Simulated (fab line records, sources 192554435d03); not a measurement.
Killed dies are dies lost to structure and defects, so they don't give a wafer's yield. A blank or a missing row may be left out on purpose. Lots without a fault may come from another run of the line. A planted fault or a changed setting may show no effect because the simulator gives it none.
Split-lot experiment | flow n5_finfet | 7 lots, 39 wafers read, on a route of 1938 steps

THE SPLIT
At N5_BEOL_M13_ETCH_59 (etches BARC in N2/H2, target depth 89 nm, overetch 26.7 nm, time 67.9 s), the setting time_s was moved away from the recipe's 67.9 s on 6 of the 39 wafers read, by -36.5% to -26.2%. The other wafers ran this setting at the recipe's value.

The file shows no step between the split and the reading.

THE READING
coat_of_BEOL_M13_COAT_04.thk_nm (the simulator's own value, which no gauge read), in nm, at N5_BEOL_M13_VIA_ETCH_16 (etches SiOC in C4F8/O2/Ar, target depth 921.7 nm). The file gives no usual value for it. The 33 wafers here that ran the recipe average 71.2 nm, standard deviation 3.2 nm.

wafer  | tool, chamber at the split | time_s as run, s | against the recipe | coat_of_BEOL_M13_COAT_04.thk_nm, nm | against lot-mates on the recipe
L075.2 | rie_diel-06, 2             | 67.9             | recipe             | 71.8                                | -
L075.4 | rie_diel-06, 0             | 67.9             | recipe             | 70                                  | -
L075.6 | rie_diel-06, 1             | 67.9             | recipe             | 72.4                                | -
L078.1 | rie_diel-03, 2             | 67.9             | recipe             | 78.2                                | -
L078.2 | rie_diel-03, 0             | 67.9             | recipe             | 79.4                                | -
L078.3 | rie_diel-03, 3             | 67.9             | recipe             | 75                                  | -
L078.4 | rie_diel-03, 2             | 67.9             | recipe             | 71.8                                | -
L078.5 | rie_diel-03, 3             | 67.9             | recipe             | 71                                  | -
L078.6 | rie_diel-03, 0             | 67.9             | recipe             | 74.2                                | -
L080.1 | rie_diel-02, 2             | 67.9             | recipe             | 70.6                                | -
L080.2 | rie_diel-02, 0             | 67.9             | recipe             | 68.6                                | -
L080.3 | rie_diel-02, 3             | 67.9             | recipe             | 71                                  | -
L080.4 | rie_diel-02, 1             | 67.9             | recipe             | 68.2                                | -
L080.6 | rie_diel-02, 2             | 67.9             | recipe             | 68.2                                | -
L080.5 | rie_diel-02, 1             | 67.9             | recipe             | 70                                  | -
L089.1 | rie_diel-03, 1             | 67.9             | recipe             | 69.6                                | -
L089.2 | rie_diel-03, 0             | 67.9             | recipe             | 73.4                                | -
L089.3 | rie_diel-03, 2             | 67.9             | recipe             | 70.2                                | -
L089.4 | rie_diel-03, 3             | 67.9             | recipe             | 69.8                                | -
L089.5 | rie_diel-03, 3             | 67.9             | recipe             | 67                                  | -
L089.6 | rie_diel-03, 0             | 67.9             | recipe             | 68.2                                | -
L083.1 | rie_diel-03, 2             | 67.9             | recipe             | 73.6                                | -
L083.2 | rie_diel-03, 0             | 43.15            | -36.5%             | 100                                 | +26.1
L083.3 | rie_diel-03, 3             | 43.15            | -36.5%             | 99.8                                | +25.9
L083.4 | rie_diel-03, 1             | 43.15            | -36.5%             | 95                                  | +21.1
L083.5 | rie_diel-03, 0             | 67.9             | recipe             | 75.8                                | -
L083.6 | rie_diel-03, 3             | 67.9             | recipe             | 72.2                                | -
L088.1 | rie_diel-06, 0             | 67.9             | recipe             | 70.4                                | -
L088.3 | rie_diel-06, 2             | 67.9             | recipe             | 70.4                                | -
L088.2 | rie_diel-06, 3             | 67.9             | recipe             | 69.8                                | -
L088.4 | rie_diel-06, 0             | 67.9             | recipe             | 64.4                                | -
L088.5 | rie_diel-06, 3             | 67.9             | recipe             | 69                                  | -
L088.6 | rie_diel-06, 2             | 67.9             | recipe             | 66.6                                | -
L090.1 | rie_diel-06, 3             | 67.9             | recipe             | 73.6                                | -
L090.2 | rie_diel-06, 2             | 50.13            | -26.2%             | 91.8                                | +18.9
L090.3 | rie_diel-06, 0             | 67.9             | recipe             | 75.2                                | -
L090.4 | rie_diel-06, 0             | 50.13            | -26.2%             | 87.2                                | +14.3
L090.5 | rie_diel-06, 2             | 67.9             | recipe             | 70                                  | -
L090.6 | rie_diel-06, 3             | 50.13            | -26.2%             | 86.4                                | +13.5

THE FIT
A straight line over all 39 wafers: coat_of_BEOL_M13_COAT_04.thk_nm changes by -0.716 nm for each +1% of time_s; r = -0.94; the points scatter about the line by 3.2 nm.
The same after taking each lot's own level away (the mean of its wafers on the recipe; 39 wafers): -0.645 nm for each +1%; r = -0.96; scatter 2.2 nm.
On that fit, the largest move of time_s shifts the reading by 23 nm.
The lots' own levels span 68.43 to 74.93 nm, that is 2.0 times the standard deviation above.
So the lot-to-lot level changes the slope: the two fits differ.
Check: with one of the wafers moved furthest among these (-36.5%) left out of the fit, the line predicts +22.7 nm for it against its lot-mates. It came out at +26.1 nm against them.

THE WHOLE CHAIN: every reading that the file lists as answering this split, in the file's order
step                    | what it does                                                            | reading                                                                          | change (the file's fit)               | r (the file's)
N5_BEOL_M13_ETCH_59     | etches BARC in N2/H2, target depth 89 nm, overetch 26.7 nm, time 67.9 s | coat_of_BEOL_M13_COAT_04.thk_nm (the simulator's own value, which no gauge read) | -0.67 nm for each +1% of the setting  | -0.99
N5_BEOL_M13_ETCH_59     | etches BARC in N2/H2, target depth 89 nm, overetch 26.7 nm, time 67.9 s | etch.depth_nm (the simulator's own value, which no gauge read)                   | +0.343 nm for each +1% of the setting | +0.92
N5_BEOL_M13_VIA_ETCH_16 | etches SiOC in C4F8/O2/Ar, target depth 921.7 nm                        | coat_of_BEOL_M13_COAT_04.thk_nm (the simulator's own value, which no gauge read) | -0.644 nm for each +1% of the setting | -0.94
N5_BEOL_M13_STRIP_63    | strips in N2/H2                                                         | strip_time_to_endpoint_s                                                         | withheld for each +1% of the setting  | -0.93

THE FILE'S OWN FIT
coat_of_BEOL_M13_COAT_04.thk_nm changes by -0.644 nm for each +1% of time_s, r = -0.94.
